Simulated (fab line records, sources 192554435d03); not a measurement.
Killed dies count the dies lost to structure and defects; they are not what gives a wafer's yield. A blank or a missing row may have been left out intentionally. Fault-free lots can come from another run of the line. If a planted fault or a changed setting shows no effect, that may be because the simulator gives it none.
Chamber matching | flow n5_finfet | N5_BEOL_M8_DESCUM_16 on rie_diel-01 has 4 sister chambers
The step chemistry O2, time 7.9 s. 4 wafers are shown with their chamber, then 9 later ones without.

WAFERS PAIRED WITH THEIR CHAMBERS
wafer  | chamber | showerhead_plenum_p_Torr (Torr)
L087.1 | 0       | 2.13
L092.1 | 2       | 2.14
L092.4 | 3       | 2.15
L092.5 | 1       | 2.10

WAFERS MISSING THEIR CHAMBER
wafer  | showerhead_plenum_p_Torr (Torr)
L093.1 | 2.10
L093.4 | 2.14
L093.6 | 2.15
L094.2 | 2.10
L094.3 | 2.12
L094.6 | 2.10
L095.2 | 2.10
L095.4 | 2.14
L095.5 | 2.12

EACH ONE'S CHAMBER
wafer  | from the rows above | in truth
L093.1 | 1                   | 1
L093.4 | 2                   | 2
L093.6 | 3                   | 3
L094.2 | 1                   | 1
L094.3 | 0                   | 0
L094.6 | 1                   | 1
L095.2 | 1                   | 1
L095.4 | 2                   | 2
L095.5 | 0                   | 0
Correct placement for 9 of the 9. Not placeable from these rows: 0. Placed wrongly: 0.
How it was worked out, from the rows above alone: a wafer's distance from a chamber is the root of the sum, over the readings, of the square of ((its reading less the chamber's mean) divided by the reading's scatter). The wafer belongs to the nearest chamber; if the next one is less than 2 further off, it can't be placed. A chamber's mean is the mean of its shown wafers. The scatter (one wafer shown for each chamber): square how far every hidden wafer sits from the nearest shown wafer, average those squares and take the square root.
